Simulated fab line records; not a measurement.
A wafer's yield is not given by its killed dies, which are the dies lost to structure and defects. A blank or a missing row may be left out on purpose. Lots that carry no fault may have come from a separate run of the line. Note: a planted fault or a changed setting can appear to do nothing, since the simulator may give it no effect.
Matching of chambers :: flow n5 finfet :: cvd co-01 running N5_BEOL_M2_PRE_CLEAN_60: 3 sister chambers
The step time 15 s. 33 wafers are shown with their chamber, then 12 later ones without.

## EACH WAFER AND ITS CHAMBER
wafer: L075.1
chamber: 1
heater power w (W): 79

wafer: L075.4
chamber: 2
heater power w (W): 88

wafer: L075.5
chamber: 1
heater power w (W): 81

wafer: L078.1
chamber: 0
heater power w (W): 103

wafer: L078.2
chamber: 1
heater power w (W): 81

wafer: L078.3
chamber: 2
heater power w (W): 86

wafer: L078.4
chamber: 0
heater power w (W): 102

wafer: L078.5
chamber: 1
heater power w (W): 79

wafer: L078.6
chamber: 2
heater power w (W): 87

wafer: L080.3
chamber: 0
heater power w (W): 104

wafer: L080.4
chamber: 0
heater power w (W): 103

wafer: L080.5
chamber: 1
heater power w (W): 79

wafer: L082.1
chamber: 2
heater power w (W): 87

wafer: L082.4
chamber: 0
heater power w (W): 102

wafer: L082.6
chamber: 2
heater power w (W): 87

wafer: L083.1
chamber: 1
heater power w (W): 79

wafer: L083.2
chamber: 2
heater power w (W): 88

wafer: L083.3
chamber: 0
heater power w (W): 105

wafer: L083.4
chamber: 2
heater power w (W): 87

wafer: L083.5
chamber: 1
heater power w (W): 80

wafer: L083.6
chamber: 0
heater power w (W): 101

wafer: L084.1
chamber: 1
heater power w (W): 77

wafer: L084.2
chamber: 0
heater power w (W): 104

wafer: L084.6
chamber: 0
heater power w (W): 102

wafer: L086.1
chamber: 2
heater power w (W): 88

wafer: L086.5
chamber: 2
heater power w (W): 86

wafer: L086.6
chamber: 0
heater power w (W): 105

wafer: L089.1
chamber: 0
heater power w (W): 102

wafer: L089.4
chamber: 0
heater power w (W): 101

wafer: L089.6
chamber: 1
heater power w (W): 79

wafer: L090.1
chamber: 0
heater power w (W): 102

wafer: L090.2
chamber: 1
heater power w (W): 78

wafer: L090.3
chamber: 2
heater power w (W): 90

SIGNATURES (means of the wafers above)
reading: heater power w
chamber 0: 102.77
chamber 1: 79.20
chamber 2: 87.40
scatter within a chamber: 1.27
Rule: for each reading, subtract the chamber's mean from the wafer's reading, divide by that reading's scatter and square the result; add these up over the readings and take the root, which gives the wafer's distance from the chamber. The wafer belongs to the nearest chamber; if the next one is less than 2 further off, it can't be placed. The scatter is the square root of a quotient: the sum, over the shown wafers, of each reading's squared deviation from its chamber's mean, divided by wafers minus chambers.

## WAFERS WITHOUT THEIR CHAMBER
wafer: L090.4
heater power w (W): 86

wafer: L090.5
heater power w (W): 79

wafer: L090.6
heater power w (W): 102

wafer: L094.1
heater power w (W): 81

wafer: L094.3
heater power w (W): 91

wafer: L094.4
heater power w (W): 101

wafer: L095.2
heater power w (W): 81

wafer: L095.4
heater power w (W): 93

wafer: L095.5
heater power w (W): 80

wafer: L097.3
heater power w (W): 79

wafer: L097.4
heater power w (W): 103

wafer: L097.6
heater power w (W): 90

## WHICH CHAMBER EACH WENT THROUGH
wafer: L090.4
from the rows above: 2
in truth: 2

wafer: L090.5
from the rows above: 1
in truth: 1

wafer: L090.6
from the rows above: 0
in truth: 0

wafer: L094.1
from the rows above: 1
in truth: 1

wafer: L094.3
from the rows above: 2
in truth: 2

wafer: L094.4
from the rows above: 0
in truth: 0

wafer: L095.2
from the rows above: 1
in truth: 1

wafer: L095.4
from the rows above: 2
in truth: 2

wafer: L095.5
from the rows above: 1
in truth: 1

wafer: L097.3
from the rows above: 1
in truth: 1

wafer: L097.4
from the rows above: 0
in truth: 0

wafer: L097.6
from the rows above: 2
in truth: 2
Correct placement for 12 of the 12. Not placeable from these rows: 0. Number placed wrongly: 0.
